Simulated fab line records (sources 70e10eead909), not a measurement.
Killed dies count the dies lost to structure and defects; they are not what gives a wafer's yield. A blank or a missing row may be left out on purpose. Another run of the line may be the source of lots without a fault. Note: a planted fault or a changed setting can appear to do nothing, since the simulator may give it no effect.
Which tool did it? :: flow nand_harc :: 18 wafers from 6 lots sampled at 5 of the route's 1302 steps

WHAT THE GAUGES READ, wafer by wafer
NHARC_END_SORT_01.
lot :: measured :: on :: killed_at_array

TOOL THAT RAN EACH LOT (tool first, then ch and the chambers of the sampled wafers, then the start)
lot: L824
NHARC_A_CHANNEL_HOLE_D2_STRIP_28: rie_diel-01 ch 1,2, day 13 23:26 or earlier
NHARC_A_CHANNEL_FILL_D2_ALD_03: ald_sin_batch-01 ch 0, day 13 23:26
NHARC_A_CHANNEL_FILL_D2_ALD_14: ald_hk-02 ch 0,1,2, day 14 03:06
NHARC_A_CHANNEL_FILL_D2_ETCHBACK_20: rie_diel-05 ch 1,2, day 14 18:05

lot: L825
NHARC_A_CHANNEL_HOLE_D2_STRIP_28: rie_diel-04 ch 2,3, day 15 07:06 or earlier
NHARC_A_CHANNEL_FILL_D2_ALD_03: ald_sin_batch-01 ch 0, day 15 07:06
NHARC_A_CHANNEL_FILL_D2_ALD_14: ald_hk-02 ch 1,3, day 15 10:43
NHARC_A_CHANNEL_FILL_D2_ETCHBACK_20: rie_diel-06 ch 0,1,2, day 16 04:02

lot: L827
NHARC_A_CHANNEL_HOLE_D2_STRIP_28: rie_diel-01 ch 2,3, day 15 12:29 or earlier
NHARC_A_CHANNEL_FILL_D2_ALD_03: ald_sin_batch-02 ch 0, day 15 12:29
NHARC_A_CHANNEL_FILL_D2_ALD_14: ald_hk-03 ch 0,1, day 15 16:08
NHARC_A_CHANNEL_FILL_D2_ETCHBACK_20: rie_diel-06 ch 2,3, day 16 08:47

lot: L838
NHARC_A_CHANNEL_HOLE_D2_STRIP_28: rie_diel-04 ch 0,1,2, day 20 11:14 or earlier
NHARC_A_CHANNEL_FILL_D2_ALD_03: ald_sin_batch-03 ch 0, day 20 11:14
NHARC_A_CHANNEL_FILL_D2_ALD_14: ald_hk-03 ch 0,1,3, day 20 14:56
NHARC_A_CHANNEL_FILL_D2_ETCHBACK_20: rie_diel-05 ch 2,3, day 21 07:31

lot: L842
NHARC_A_CHANNEL_HOLE_D2_STRIP_28: rie_diel-04 ch 2,3, day 21 15:07 or earlier
NHARC_A_CHANNEL_FILL_D2_ALD_03: ald_sin_batch-02 ch 0, day 21 15:07
NHARC_A_CHANNEL_FILL_D2_ALD_14: ald_hk-03 ch 0,2, day 21 18:46
NHARC_A_CHANNEL_FILL_D2_ETCHBACK_20: rie_diel-06 ch 1,2, day 22 12:16

lot: L844
NHARC_A_CHANNEL_HOLE_D2_STRIP_28: rie_diel-04 ch 0,2,3, day 22 17:23 or earlier
NHARC_A_CHANNEL_FILL_D2_ALD_03: ald_sin_batch-02 ch 0, day 22 17:23
NHARC_A_CHANNEL_FILL_D2_ALD_14: ald_hk-04 ch 0,1, day 22 20:54
NHARC_A_CHANNEL_FILL_D2_ETCHBACK_20: rie_diel-05 ch 0,2,3, day 23 13:56
- NHARC_A_CHANNEL_HOLE_D2_STRIP_28: strips in O2.
- NHARC_A_CHANNEL_FILL_D2_ALD_03: deposits SiNx, target thk 6 nm, pulse time 60 s, ald cycles 58.
- NHARC_A_CHANNEL_FILL_D2_ALD_14: deposits SiO2, target thk 2.5 nm, pulse time 10 s, ald cycles 25.
- NHARC_A_CHANNEL_FILL_D2_ETCHBACK_20: etches the open film in C4F8/O2/Ar, target depth 27 nm, time 13.5 s.

THE ANSWER, worked out from the rows above alone
Rule: usual is defined by the lots themselves. The widest of any qualifying gaps counts: lots, ordered by their means at a reading, are off when they make up no more than a third of the lots, leave a main group of 4 or more, and stand apart from it by 3 or more times the standard deviation of that group's means. A main group whose means are all the same, to the digits that the tables above print for the reading, isn't used. Also off: a lot with no number at a reading for which 4 or more lots have one. All remaining lots with rows at the step are treated as sound.
No lot is off at any reading shown: from this, nothing can be told.

WHAT THE SIMULATOR HAD PUT IN
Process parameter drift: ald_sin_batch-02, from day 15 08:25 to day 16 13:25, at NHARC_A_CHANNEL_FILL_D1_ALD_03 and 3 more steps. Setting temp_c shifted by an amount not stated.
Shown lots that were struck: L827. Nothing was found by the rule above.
